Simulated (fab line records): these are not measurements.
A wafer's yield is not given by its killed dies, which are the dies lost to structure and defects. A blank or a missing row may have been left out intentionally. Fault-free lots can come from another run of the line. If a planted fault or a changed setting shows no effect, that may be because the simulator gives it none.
Struck lot and sound lot, side by side || flow n5 finfet || 23 out of 1938 route steps
Sound: these wafers, L612.1, L612.2, L612.5. The struck wafers were L626.2, L626.3, L626.6. The cause is given at the end.
Each step with rows lists, per side, the tool, then ch with its chambers, then its first start. Under that, the readings that differ: sound wafers || struck wafers || difference of the means || sigmas: that difference in standard deviations of wafers without a fault.
alike: a reading whose means differ by less than 2 such deviations, as well as words and numbers matching on both sides. not compared: withheld readings; readings where some wafer has no value; bounds like >300 that might hide an equal value; numbers whose values overlap and for which the record gives no deviation.
The two part at a step that has a row with sigmas, a row that says differs or no value, or rows on one side only. When numbers do not overlap yet have no deviation, they are printed without sigmas and do not part them. A reading missing from all wafers of one side parts the sides only when that side holds two or more wafers.

first, 11 steps without rows for these wafers: N5_BEOL_M3_DESCUM_16 (chemistry O2, time 7 s); N5_BEOL_M3_ETCH_74 (etches underlayer in N2/H2, target depth 6.5 nm, time 5.2 s); N5_BEOL_M3_ETCH_63 (etches SiARC in CF4, target depth 15.6 nm, time 26 s); N5_BEOL_M3_ETCH_64 (etches SOC in N2/H2, target depth 75 nm, overetch 15 nm, time 112.5 s); N5_BEOL_M3_STRIP_65 (strips in N2/H2); N5_BEOL_M3_STRIP_75 (strips in N2/H2); N5_BEOL_M3_STRIP_66 (strips in CF4); N5_BEOL_M3_HM_OPEN_17 (chemistry Cl2/BCl3, target TiN, target depth 20 nm, overetch 6 nm); N5_BEOL_M3_STRIP_19 (strips in O2); N5_BEOL_M3_COAT_67 (time 60 s, resist thk 60 nm); N5_BEOL_M3_COAT_68 (time 60 s, resist thk 12 nm).
N5_BEOL_M3_COAT_76: time 60 s, resist thk 5 nm.
  sound on litho track-02 ch 0, day 6 23:23; struck on litho track-02 ch 0, day 11 05:53
{"reading": "spin speed rpm (rpm)", "sound": "1499.3 1499.6 1499.6", "struck": "1550.2 1549.4 1550.8", "difference": "+50.6", "sigmas": "+60"}
then, 7 steps without rows for these wafers: N5_BEOL_M3_COAT_22 (resist thk 30 nm); N5_BEOL_M3_EBR_24; N5_BEOL_M3_SOFTBAKE_23 (time 60 s); N5_BEOL_M3_EXPOSE_25 (exposes mask V2, defocus 5 nm); N5_BEOL_M3_PEB_26 (peb time 60 s); N5_BEOL_M3_DEVELOP_27 (develop time 30 s); N5_BEOL_M3_DESCUM_33 (chemistry O2, time 7 s).
N5_BEOL_M3_ETCH_77: etches underlayer in N2/H2, target depth 6.5 nm, time 5.2 s.
  sound on rie diel-03 ch 1,2, day 6 23:50; struck on rie diel-06 ch 0,1,2, day 11 06:53
{"reading": "model.etch.depth nm (nm)", "sound": "5.031 5.01 5.023", "struck": "4.938 4.931 4.931", "difference": -0.088, "sigmas": ""}
  alike: drypump motor current A, etch rf on time s, oes product au, rf vpp V, showerhead plenum p Torr, throttle valve pct
  not compared: rf hours counter h
then, 1 step without rows for these wafers: N5_BEOL_M3_ETCH_69 (etches SiARC in CF4, target depth 15.6 nm, time 26 s).
N5_BEOL_M4_RC_MEAS_101:
  sound on prober-01 ch 0, day 8 12:03; struck on prober-01 ch 0, day 12 12:50
  alike: DIBL_N, DIBL_P, IOFF_N, IOFF_P, ION_N, ION_P, SS_N, SS_P, VT_N, VT_P
-- record jumps: 4 days separate the struck wafers' starts on either side; left off in module BEOL_M4, taken up again in module PASSIVATION, whose first shown step is the route's number 1936 --
N5_PASSIVATION_PROBE_49:
  struck on prober-01, day 16 17:59; sound on prober-02, day 12 13:43
  alike: defect limited yield, killed_at_M0_to_M3, killed_at_M4_up, killed at contacts, killed at front end, killed at other, killed dies, killed open, killed short, sort_bin_4_leakage, sort_bin_5_function, sort_bin_6_memory, sort n pass, sort yield pct

## WHERE THEY PART
Only at N5_BEOL_M3_COAT_76, within this record. Later steps at which nothing parts them and some readings are alike: N5_BEOL_M3_ETCH_77, N5_BEOL_M4_RC_MEAS_101, N5_PASSIVATION_PROBE_49.

WHY: whatever the simulator had introduced
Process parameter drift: litho track-02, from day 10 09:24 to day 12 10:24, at N5_BEOL_M3_COAT_76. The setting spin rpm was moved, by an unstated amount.
